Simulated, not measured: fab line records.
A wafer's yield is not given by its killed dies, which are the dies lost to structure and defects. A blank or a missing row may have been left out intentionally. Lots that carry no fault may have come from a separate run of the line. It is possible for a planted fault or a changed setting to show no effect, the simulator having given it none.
fab line records	flow n5-finfet
record lots=5	wafers=15	last-day=18
route steps=1938 shown BEOL_M4@1099 BEOL_M5@1112 BEOL_M13@1713 PASSIVATION@1936
lots untouched by any fault: they come from a run of this same line in which no faults occurred
start-h: start of the lot's first displayed wafer, in hours after the record's first day	wait-h: time in hours since the lot's previous step	" same as the row above	L1.1+2: a row that stands for several wafers	- no value, or no start was given	* or withheld: withheld	< > ~ a bound
route shown NAME@n: a module of which the file shows steps, and the number in the route of the first	usual: mean/standard deviation taken from wafers without a fault	same: alike in all rows	chamber/n: place in a boat	sites: the reading at each site	_std_site: standard deviation of those values	_edge_site: mean of outer sites minus mean of inner sites	radius-mm: for every site, how far away it sits from the centre of the wafer	mask NAME#n: copy n	behind: the most recent tool/chamber to have shaped the wafer	hold: what put the lot on hold/how long, in hours/how the hold closed	device: which transistor (n, p or np) failed to switch	end of line: the same wafers' tests at the end of the route	a step given without rows: its recipe and nothing more	killed: dies lost to structure and defects at the first sort, not the wafer's yield	map: per-die view of a wafer (x killed, . not killed, _ where there is no die)
set.NAME: setting as actually run; set.NAME@STEP: the setting as run at that earlier step	model.NAME: the simulator's own value behind a step, which no gauge read
lots seen at some steps along the route; tables by step, rows by wafer
services: a tool's chamber out of use, with start hour (start-h, from the record's first day; less than 0 if before it), hours out, and reason
## steps
# step N5_BEOL_M4_ANNEAL_95
# recipe temp-c=400	time-s=240	ambient=vacuum
# step N5_BEOL_M4_SPUTTER_96
# recipe material=Cu	target-thk-a=45	temp-c=-20	chamber-pressure-pa=0.07	power-w=withheld	time-s=8.29
# step N5_BEOL_M4_ECD_50
# recipe material=Cu	target-thk-a=3000
# step N5_BEOL_M4_ANNEAL_51
# recipe temp-c=225	time-s=90	ambient=N2
# step N5_BEOL_M4_CMP_52
# recipe stop-on=SiOC	t-overpolish-s=6.8	down-force-psi=1	platen-rpm=50	clearing-platen-down-force-psi=1.5	clearing-platen-rpm=50	post-cmp-clean=cu-alkaline	target-thk-nm=40	clearing-platen-pad-velocity-m-s=0.99484	pad-velocity-m-s=0.99484
# step N5_BEOL_M4_PRE_CLEAN_60
# recipe gas=NH3/H2	time-s=15	temp-c=*	rf-power-w=300
# step N5_BEOL_M4_CO_CAP_55
# recipe material=Co	target-thk-a=20	temp-c=200	precursor=CCTBA/H2	pressure-torr=30	time-s=102.1
# step N5_BEOL_M4_PRE_CLEAN_56
# recipe gas=NH3	time-s=15	temp-c=withheld	rf-power-w=300
# step N5_BEOL_M4_DEP_57
# recipe material=SiCN	target-thk-a=80	temp-c=withheld	precursor=3MS/NH3	pressure-torr=3	rf-w=202	time-s=14
# step N5_BEOL_M4_RC_MEAS_101
# usual DIBL_N=36.0/1.8	DIBL_P=36.3/2.4	IOFF_N=0.16/0.035	IOFF_P=0.21/0.036	ION_N=673/13	ION_P=461/7.2	SS_N=71.4/0.6	SS_P=73.2/0.7	VT_N=250/4	VT_P=-250.9/2.9
lot.wafer	tool	chamber	start-h	wait-h	DIBL_N[mV/V]	DIBL_P[mV/V]	IOFF_N[nA/um]	IOFF_P[nA/um]	ION_N[uA/um]	ION_P[uA/um]	SS_N[mV/dec]	SS_P[mV/dec]	VT_N[mV]	VT_P[mV]
L300.1	prober-01	0	242.39	0.0	38.2	38.4	0.20	0.22	697	467	72.0	73.7	246	-251.0
L300.2	"	0	"	"	36.9	38.1	0.19	0.24	697	472	71.1	73.3	244	-249.5
L300.3	"	0	"	"	39.7	40.7	0.24	0.26	690	463	73.6	74.4	244	-248.0
L301.1	prober-02	0	244.00	0.0	39.6	41.2	0.25	0.28	696	471	72.2	74.6	244	-248.5
L301.2	"	0	"	"	36.3	37.8	0.18	0.22	693	467	71.2	73.0	247	-251.7
L301.6	"	0	"	"	37.6	39.5	0.21	0.25	693	466	72.3	73.8	243	-251.4
L304.2	prober-01	0	250.27	0.2	35.8	36.5	0.15	0.23	676	464	71.2	73.2	251	-247.1
L304.4	"	0	"	"	35.6	35.1	0.15	0.21	662	458	71.7	72.4	251	-247.1
L304.5	"	0	"	"	34.5	34.2	0.13	0.20	673	464	71.3	72.0	252	-248.3
L311.2	prober-02	0	287.13	0.2	34.3	33.6	0.12	0.17	654	458	70.7	72.4	253	-252.0
L311.3	"	0	"	"	37.3	36.4	0.17	0.21	680	460	71.5	73.5	248	-250.0
L311.4	"	0	"	"	34.4	33.1	0.11	0.16	662	458	70.4	72.9	253	-258.8
L314.1	prober-01	0	318.29	0.0	38.7	38.4	0.19	0.24	686	467	72.1	73.6	246	-247.2
L314.4	"	0	"	"	39.2	37.3	0.19	0.22	676	459	71.9	74.3	248	-250.4
L314.6	"	0	"	"	38.1	37.2	0.17	0.22	672	456	72.2	73.8	247	-249.7
# step N5_BEOL_M5_ILD_DEP_00
# recipe material=SiCOH_lowk	target-thk-a=1406.4	temp-c=300	precursor=DEMS/porogen	pressure-torr=5	rf-w=500	time-s=25.9
# step N5_BEOL_M5_CURE_79
# recipe temp-c=385	time-s=240	ambient=He/Ar	material=SiCOH_lowk
# step N5_BEOL_M5_PECVD_70
# recipe material=SiO2	target-thk-a=160	temp-c=400	precursor=TEOS/O2	pressure-torr=5.5	rf-w=450	teos-flow-sccm=53.8	gas=O2	flow-sccm=3000	time-s=18
# step N5_BEOL_M5_HM_DEP_02
# recipe material=TiN	target-thk-a=200	temp-c=25	chamber-pressure-pa=0.49996
# step N5_BEOL_M5_COAT_59
# recipe resist=SOC	temp-c=250	time-s=60	spin-rpm=1500	resist-thk-nm=60
# step N5_BEOL_M5_COAT_60
# recipe resist=SiARC	temp-c=220	time-s=60	spin-rpm=1500	resist-thk-nm=12
# step N5_BEOL_M5_COAT_71
# recipe resist=underlayer	temp-c=205	time-s=60	spin-rpm=1500	resist-thk-nm=5
# step N5_BEOL_M5_COAT_05
# recipe resist=CAR-EUV	spin-rpm=1500	resist-thk-nm=30
# step N5_BEOL_M5_EBR_07
# recipe solvent=PGMEA	ebr-width-mm=1.5
# step N5_BEOL_M5_SOFTBAKE_06
# recipe temp-c=110	time-s=60	resist=CAR-EUV
# step N5_BEOL_M5_EXPOSE_08
# recipe mask-id=M5	na=0.33	source-shape=annular	sigma-inner=0.4	sigma-outer=0.8	polarization=unpolarized	target-cd-nm=28	dose-mj=35.75
# step N5_BEOL_M5_PEB_09
# recipe peb-temp-c=100	peb-time-s=60	resist=CAR-EUV
# step N5_BEOL_M5_DEVELOP_10
# recipe develop-time-s=30	developer=TMAH	resist=CAR-EUV	rinse-liquid=surfactant-rinse	dry=air-spin	dev-temp-c=23
# step N5_BEOL_M5_DESCUM_16
# recipe chemistry=O2	time-s=7	source-power-w=50	bias-power-w=20	pressure-mtorr=20	rf-frequency-hz=2.712e+07	temp-c=40	resist=CAR-EUV	o2-flow-sccm=225
# step N5_BEOL_M5_ETCH_72
# recipe chemistry=N2/H2	target=underlayer	target-depth-a=65	mask-material=CAR-EUV	time-s=5.2	ion-energy-ev=200	pressure-mtorr=30	source-w=840	bias-w=150	n2-flow-sccm=200	h2-flow-sccm=200	ends=cleared
# step N5_BEOL_M5_ETCH_61
# recipe chemistry=CF4	target=SiARC	target-depth-a=156	mask-material=CAR-EUV	time-s=26	ion-energy-ev=80	pressure-mtorr=40	source-w=545	bias-w=36	Ar_flow_sccm=100	cf4-flow-sccm=100	ends=cleared
# step N5_BEOL_M5_ETCH_62
# recipe chemistry=N2/H2	target=SOC	target-depth-a=750	overetch-a=150	mask-material=SiARC	temp-c=40	time-s=112.5	ion-energy-ev=200	pressure-mtorr=30	source-w=840	bias-w=150	n2-flow-sccm=200	h2-flow-sccm=200
# step N5_BEOL_M5_STRIP_63
# recipe chemistry=N2/H2	temp-c=40	n2-flow-sccm=200	h2-flow-sccm=200	rf-frequency-hz=6e+07
# step N5_BEOL_M5_STRIP_73
# recipe chemistry=N2/H2	temp-c=40	n2-flow-sccm=200	h2-flow-sccm=200	rf-frequency-hz=6e+07
# step N5_BEOL_M5_STRIP_64
# recipe chemistry=CF4	resist=SiARC	power-w=300	bias-power-w=75	pressure-mtorr=50	cf4-flow-sccm=150	rf-frequency-hz=6e+07
# step N5_BEOL_M5_HM_OPEN_17
# recipe chemistry=Cl2/BCl3	target-depth-a=200	overetch-a=60	target=TiN	mask-material=SOC	ion-energy-ev=150	pressure-mtorr=10	icp-w=1000	bias-w=126	Cl2_flow_sccm=53.25	bcl3-flow-sccm=21.75	Ar_flow_sccm=25
# step N5_BEOL_M5_STRIP_19
# recipe chemistry=O2	power-w=400	temp-c=40	pressure-mtorr=30	rf-frequency-hz=6e+07	bias-power-w=0	overash-fraction=0.2	o2-flow-sccm=225
# step N5_BEOL_M5_COAT_65
# recipe resist=SOC	temp-c=250	time-s=60	spin-rpm=1500	resist-thk-nm=60
# step N5_BEOL_M5_COAT_66
# recipe resist=SiARC	temp-c=220	time-s=60	spin-rpm=1500	resist-thk-nm=12
# step N5_BEOL_M13_DEP_53
# recipe material=SiCN	target-thk-a=500	temp-c=withheld	precursor=3MS/NH3	pressure-torr=3	rf-w=675	time-s=17.8
# usual chamber-pressure-Torr=3.000/0.0065	rf-fwd-power-W=665.8/2.3	showerhead-plenum-p-Torr=4.157/0.024	throttle-valve-pct=18.3/1.1
lot.wafer	tool	chamber	start-h	wait-h	chamber-pressure-Torr	rf-fwd-power-W	showerhead-plenum-p-Torr	throttle-valve-pct
L300.1	pecvd-04	1	314.45	0.0	-	-	-	-
L300.2	"	2	"	"	-	-	-	-
L300.3	"	0	"	"	-	-	-	-
L301.1	pecvd-02	2	317.39	0.0	-	-	-	-
L301.2	"	0	"	"	-	-	-	-
L301.6	"	2	"	"	-	-	-	-
L304.2	pecvd-01	0	320.26	0.0	-	-	-	-
L304.4	"	0	"	"	-	-	-	-
L304.5	"	2	"	"	-	-	-	-
L311.2	pecvd-04	1	370.94	0.0	3.002	667.0	4.181	19.9
L311.3	"	2	"	"	2.991	667.0	4.151	17.6
L311.4	"	1	"	"	3.002	665.5	4.179	20.4
L314.1	pecvd-02	0	406.94	0.0	2.995	664.5	4.150	17.9
L314.4	"	0	"	"	3.005	665.2	4.159	17.9
L314.6	"	2	"	"	2.999	659.9	4.118	17.8
# step N5_PASSIVATION_PROBE_49
# usual defect-limited-yield=91.2/1.4	killed_at_M0_to_M3=35/11	killed_at_M4_up=14/5.6	killed-at-contacts=12/5.6	killed-at-front-end=38/11	killed-at-other=4/3.4	killed-dies=103/17	killed-on-rim=13/3.5	killed-open=68/12	killed-short=33/8.8	sort_bin_5_function=5.1/0.89	sort_bin_6_memory=3.3/0.71	sort-n-pass=1077/17	sort-yield-pct=91.2/1.4
# same gross-dies=1180	killed-at-back-side=0	sort_bin_4_leakage[%]=0	sort_bin_8_speed[%]=0
lot.wafer	tool	chamber	start-h	wait-h	defect-limited-yield[%]	killed_at_M0_to_M3	killed_at_M4_up	killed-at-contacts	killed-at-front-end	killed-at-other	killed-dies	killed-on-rim	killed-open	killed-short	sort_bin_5_function[%]	sort_bin_6_memory[%]	sort-n-pass	sort-yield-pct[%]
L300.1	prober-02	-	347.01	0.0	0	40	1096	10	29	5	1180	152	62	37	96.9	3.1	0	0
L300.2	prober-02	-	347.06	0.1	0	31	1098	3	39	9	1180	152	58	33	96.1	3.6	0	0
L300.3	prober-02	-	347.11	0.1	0	23	1084	14	51	8	1180	152	60	46	95.9	3.6	0	0
L301.1	prober-01	-	352.61	0.0	0	30	1118	8	23	1	1180	152	40	27	98.0	1.9	0	0
L301.2	prober-01	-	352.66	0.1	0	54	1078	13	30	5	1180	152	66	40	95.4	4.2	0	0
L301.6	prober-01	-	352.86	0.3	0	39	1078	12	47	4	1180	152	72	39	96.4	3.3	0	0
L304.2	prober-02	-	353.17	0.1	0	33	1067	17	58	5	1180	152	72	46	96.7	3.0	0	0
L304.4	prober-02	-	353.27	0.2	0	40	1074	19	39	8	1180	152	81	29	97.2	2.5	0	0
L304.5	prober-02	-	353.32	0.2	0	23	1083	22	41	11	1180	152	66	37	96.8	3.2	0	0
L311.2	prober-02	-	396.60	0.1	91.8	26	14	16	35	6	97	16	65	32	4.3	3.6	1083	91.8
L311.3	prober-02	-	396.65	0.1	90.2	46	25	15	24	6	116	21	75	41	5.4	3.7	1064	90.2
L311.4	prober-02	-	396.70	0.2	91.9	28	21	12	25	9	95	12	63	27	4.8	3.1	1085	91.9
L314.1	prober-01	-	437.35	0.0	91.3	37	19	8	36	3	103	15	70	31	4.8	3.3	1077	91.3
L314.4	prober-01	-	437.50	0.2	90.6	34	20	8	45	4	111	13	82	29	5.8	3.6	1069	90.6
L314.6	prober-01	-	437.60	0.3	91.0	34	21	5	40	6	106	15	75	29	6.2	2.7	1074	91.0
# killed by level:class
L300.1 BEOL_M13:area-dep=1081 BEOL_M1:geometric-particle:open=12 FIN_SAQP:geometric-particle:short=11 MOL_CONTACT_COAG:geometric-particle:open=9 BEOL_M0_SAQP:geometric-particle:open=7 FIN_SAQP:geometric-particle:open=6 BEOL_M0_SAQP:geometric-particle:short=6 BEOL_M4:geometric-particle:open=6
L300.2 BEOL_M13:area-dep=1089 FIN_SAQP:geometric-particle:short=9 STI_FIN_REVEAL:geometric-particle:open=8 BEOL_M3:geometric-particle:open=8 FIN_SAQP:geometric-particle:open=7 BEOL_M3:geometric-particle:short=6 BEOL_M0_SAQP:geometric-particle:open=4 DUMMY_GATE:geometric-particle:open=4
L300.3 BEOL_M13:area-dep=1074 FIN_SAQP:geometric-particle:short=16 FIN_SAQP:geometric-particle:open=13 MOL_CONTACT_COAG:geometric-particle:open=11 BEOL_M3:geometric-particle:open=6 STI_FIN_REVEAL:geometric-particle:open=6 BEOL_M1:geometric-particle:open=5 BEOL_M3:geometric-particle:short=5
L301.1 BEOL_M13:area-dep=1113 BEOL_M0_SAQP:geometric-particle:short=12 DUMMY_GATE:geometric-particle:open=7 MOL_CONTACT_COAG:geometric-particle:open=5 BEOL_M1:geometric-particle:open=5 ILD0:geometric-particle:open=4 BEOL_M0_SAQP:geometric-particle:open=4 FIN_SAQP:geometric-particle:short=3
L301.2 BEOL_M13:area-dep=1074 BEOL_M2:geometric-particle:open=11 BEOL_M1:geometric-particle:open=10 BEOL_M0_SAQP:geometric-particle:open=10 MOL_CONTACT_COAG:geometric-particle:open=8 FIN_SAQP:geometric-particle:open=7 BEOL_M0_SAQP:geometric-particle:short=7 FIN_SAQP:geometric-particle:short=5
L301.6 BEOL_M13:area-dep=1069 FIN_SAQP:geometric-particle:open=16 BEOL_M0_SAQP:geometric-particle:short=13 MOL_CONTACT_COAG:geometric-particle:open=11 FIN_SAQP:geometric-particle:short=8 BEOL_M0_SAQP:geometric-particle:open=8 BEOL_M1:geometric-particle:open=5 STARTING-WAFER:geometric-particle:open=5
L304.2 BEOL_M13:area-dep=1062 STI_FIN_REVEAL:geometric-particle:open=17 BEOL_M0_SAQP:geometric-particle:short=15 MOL_CONTACT_COAG:geometric-particle:open=13 GATE_CUT:geometric-particle:short=8 ILD0:geometric-particle:short=6 BEOL_M0_SAQP:geometric-particle:open=6 STI_FIN_REVEAL:geometric-particle:short=5
L304.4 BEOL_M13:area-dep=1070 MOL_CONTACT_COAG:geometric-particle:open=16 STI_FIN_REVEAL:geometric-particle:open=12 BEOL_M1:geometric-particle:open=12 BEOL_M2:geometric-particle:open=11 FIN_SAQP:geometric-particle:short=6 MIM_TOP:geometric-particle:open=5 GATE_CUT:geometric-particle:short=4
L304.5 BEOL_M13:area-dep=1074 MOL_CONTACT_COAG:geometric-particle:open=18 DUMMY_GATE:geometric-particle:open=9 MIM_TOP_ETCH:geometric-particle:open=6 GATE_CUT:geometric-particle:short=5 STARTING-WAFER:geometric-particle:short=5 BEOL_M2:geometric-particle:open=5 FIN_SAQP:geometric-particle:short=4
L311.2 MOL_CONTACT_COAG:geometric-particle:open=15 BEOL_M0_SAQP:geometric-particle:open=8 GATE_CUT:geometric-particle:short=6 BEOL_M2:geometric-particle:open=6 BEOL_M4:geometric-particle:open=6 STI_FIN_REVEAL:geometric-particle:open=5 DUMMY_GATE:geometric-particle:open=5 FIN_SAQP:geometric-particle:short=4
L311.3 BEOL_M3:geometric-particle:open=11 MOL_CONTACT_COAG:geometric-particle:open=10 BEOL_M0_SAQP:geometric-particle:open=8 BEOL_M0_SAQP:geometric-particle:short=8 BEOL_M4:geometric-particle:open=7 BEOL_M1:geometric-particle:open=6 MOL_CONTACT_COAG:geometric-particle:short=5 BEOL_M3:geometric-particle:short=5
L311.4 BEOL_M4:geometric-particle:open=11 MOL_CONTACT_COAG:geometric-particle:open=10 BEOL_M0_SAQP:geometric-particle:short=10 BEOL_M0_SAQP:geometric-particle:open=8 FIN_SAQP:geometric-particle:open=6 DUMMY_GATE:geometric-particle:open=4 GATE_CUT:geometric-particle:open=4 BEOL_M3:geometric-particle:open=4
L314.1 BEOL_M3:geometric-particle:open=17 FIN_SAQP:geometric-particle:short=9 MOL_CONTACT_COAG:geometric-particle:open=7 BEOL_M4:geometric-particle:open=6 GATE_CUT:geometric-particle:short=5 BEOL_M0:geometric-particle:open=4 DUMMY_GATE:geometric-particle:open=4 BEOL_M1:geometric-particle:open=4
L314.4 BEOL_M2:geometric-particle:open=13 STI_FIN_REVEAL:geometric-particle:open=12 FIN_SAQP:geometric-particle:open=10 FIN_SAQP:geometric-particle:short=10 MOL_CONTACT_COAG:geometric-particle:open=7 BEOL_M3:geometric-particle:open=7 BEOL_M4:geometric-particle:open=7 BEOL_M0:geometric-particle:open=5
L314.6 BEOL_M4:geometric-particle:open=14 STI_FIN_REVEAL:geometric-particle:open=13 BEOL_M2:geometric-particle:open=13 FIN_SAQP:geometric-particle:short=9 BEOL_M3:geometric-particle:open=6 GATE_CUT:geometric-particle:short=5 MOL_CONTACT_COAG:geometric-particle:open=4 BEOL_M0_SAQP:geometric-particle:short=4
# map L300.1 (x killed, . not)
_________________xxxxxxxxxxxx________________
______________xxxxxxxxxxxxxxxxxx_____________
___________xxxxxxxxxxxxxxxxxxxxxxxx__________
__________xxxxxxxxxxxxxxxxxxxxxxxxxx_________
________xxxxxxxxxxxxxxxxxxxxxxxxxxxxxx_______
_______xxxxxxxxxxxxxxxxxxxxxxxxxxxxxxxx______
______xxxxxxxxxxxxxxxxxxxxxxxxxxxxxxxxxx_____
_____xxxxxxxxxxxxxxxxxxxxxxxxxxxxxxxxxxxx____
____xxxxxxxxxxxxxxxxxxxxxxxxxxxxxxxxxxxxxx___
___xxxxxxxxxxxxxxxxxxxxxxxxxxxxxxxxxxxxxxxx__
___xxxxxxxxxxxxxxxxxxxxxxxxxxxxxxxxxxxxxxxx__
__xxxxxxxxxxxxxxxxxxxxxxxxxxxxxxxxxxxxxxxxxx_
__xxxxxxxxxxxxxxxxxxxxxxxxxxxxxxxxxxxxxxxxxx_
_xxxxxxxxxxxxxxxxxxxxxxxxxxxxxxxxxxxxxxxxxxxx
_xxxxxxxxxxxxxxxxxxxxxxxxxxxxxxxxxxxxxxxxxxxx
_xxxxxxxxxxxxxxxxxxxxxxxxxxxxxxxxxxxxxxxxxxxx
_xxxxxxxxxxxxxxxxxxxxxxxxxxxxxxxxxxxxxxxxxxxx
_xxxxxxxxxxxxxxxxxxxxxxxxxxxxxxxxxxxxxxxxxxxx
_xxxxxxxxxxxxxxxxxxxxxxxxxxxxxxxxxxxxxxxxxxxx
_xxxxxxxxxxxxxxxxxxxxxxxxxxxxxxxxxxxxxxxxxxxx
_xxxxxxxxxxxxxxxxxxxxxxxxxxxxxxxxxxxxxxxxxxxx
__xxxxxxxxxxxxxxxxxxxxxxxxxxxxxxxxxxxxxxxxxx_
__xxxxxxxxxxxxxxxxxxxxxxxxxxxxxxxxxxxxxxxxxx_
___xxxxxxxxxxxxxxxxxxxxxxxxxxxxxxxxxxxxxxxx__
___xxxxxxxxxxxxxxxxxxxxxxxxxxxxxxxxxxxxxxxx__
____xxxxxxxxxxxxxxxxxxxxxxxxxxxxxxxxxxxxxx___
_____xxxxxxxxxxxxxxxxxxxxxxxxxxxxxxxxxxxx____
______xxxxxxxxxxxxxxxxxxxxxxxxxxxxxxxxxx_____
_______xxxxxxxxxxxxxxxxxxxxxxxxxxxxxxxx______
________xxxxxxxxxxxxxxxxxxxxxxxxxxxxxx_______
__________xxxxxxxxxxxxxxxxxxxxxxxxxx_________
___________xxxxxxxxxxxxxxxxxxxxxxxx__________
______________xxxxxxxxxxxxxxxxxx_____________
_________________xxxxxxxxxxxx________________
# map L301.1 (x killed, . not)
_________________xxxxxxxxxxxx________________
______________xxxxxxxxxxxxxxxxxx_____________
___________xxxxxxxxxxxxxxxxxxxxxxxx__________
__________xxxxxxxxxxxxxxxxxxxxxxxxxx_________
________xxxxxxxxxxxxxxxxxxxxxxxxxxxxxx_______
_______xxxxxxxxxxxxxxxxxxxxxxxxxxxxxxxx______
______xxxxxxxxxxxxxxxxxxxxxxxxxxxxxxxxxx_____
_____xxxxxxxxxxxxxxxxxxxxxxxxxxxxxxxxxxxx____
____xxxxxxxxxxxxxxxxxxxxxxxxxxxxxxxxxxxxxx___
___xxxxxxxxxxxxxxxxxxxxxxxxxxxxxxxxxxxxxxxx__
___xxxxxxxxxxxxxxxxxxxxxxxxxxxxxxxxxxxxxxxx__
__xxxxxxxxxxxxxxxxxxxxxxxxxxxxxxxxxxxxxxxxxx_
__xxxxxxxxxxxxxxxxxxxxxxxxxxxxxxxxxxxxxxxxxx_
_xxxxxxxxxxxxxxxxxxxxxxxxxxxxxxxxxxxxxxxxxxxx
_xxxxxxxxxxxxxxxxxxxxxxxxxxxxxxxxxxxxxxxxxxxx
_xxxxxxxxxxxxxxxxxxxxxxxxxxxxxxxxxxxxxxxxxxxx
_xxxxxxxxxxxxxxxxxxxxxxxxxxxxxxxxxxxxxxxxxxxx
_xxxxxxxxxxxxxxxxxxxxxxxxxxxxxxxxxxxxxxxxxxxx
_xxxxxxxxxxxxxxxxxxxxxxxxxxxxxxxxxxxxxxxxxxxx
_xxxxxxxxxxxxxxxxxxxxxxxxxxxxxxxxxxxxxxxxxxxx
_xxxxxxxxxxxxxxxxxxxxxxxxxxxxxxxxxxxxxxxxxxxx
__xxxxxxxxxxxxxxxxxxxxxxxxxxxxxxxxxxxxxxxxxx_
__xxxxxxxxxxxxxxxxxxxxxxxxxxxxxxxxxxxxxxxxxx_
___xxxxxxxxxxxxxxxxxxxxxxxxxxxxxxxxxxxxxxxx__
___xxxxxxxxxxxxxxxxxxxxxxxxxxxxxxxxxxxxxxxx__
____xxxxxxxxxxxxxxxxxxxxxxxxxxxxxxxxxxxxxx___
_____xxxxxxxxxxxxxxxxxxxxxxxxxxxxxxxxxxxx____
______xxxxxxxxxxxxxxxxxxxxxxxxxxxxxxxxxx_____
_______xxxxxxxxxxxxxxxxxxxxxxxxxxxxxxxx______
________xxxxxxxxxxxxxxxxxxxxxxxxxxxxxx_______
__________xxxxxxxxxxxxxxxxxxxxxxxxxx_________
___________xxxxxxxxxxxxxxxxxxxxxxxx__________
______________xxxxxxxxxxxxxxxxxx_____________
_________________xxxxxxxxxxxx________________
## services
tool	chamber	start-h	hours	kind
pecvd-01	-	293.53	14.6	pm
pecvd-02	1	319.10	5.5	scheduled-down
pecvd-01	1	332.56	5.5	scheduled-down
pecvd-02	-	339.09	14.6	pm
pecvd-04	2	342.93	5.5	scheduled-down
pecvd-02	-	359.09	0.9	repair
pecvd-01	-	406.79	5.5	pm
## key
first-sign step=N5_BEOL_M13_DEP_53	reading=tool-record	direction=missing
effect step=N5_PASSIVATION_PROBE_49	reading=killed_at_M4_up	direction=up	sigmas=99+	usual=14	struck=1086
more-kills-born-at N5_BEOL_M13_DEP_53@pecvd-02=3256	N5_BEOL_M13_DEP_53@pecvd-04=3244	N5_BEOL_M13_DEP_53@pecvd-01=3206
met-at N5_BEOL_M13_DEP_53
struck-wafers L300.1,L300.2,L300.3,L301.1,L301.2,L301.6,L304.2,L304.4,L304.5
later-rows-left-out L300.1,L300.2,L300.3,L301.1,L301.2,L301.6,L304.2,L304.4,L304.5
fault kind=skipped-step-whole	tool=pecvd-01,pecvd-02,pecvd-04	chamber=-	onset-h=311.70	steps=N5_BEOL_M13_DEP_53	scope=struck-lots-only
# later-rows-left-out: the simulator's readings of these wafers behind a module that went badly wrong aren't trusted and aren't shown, but for the sort
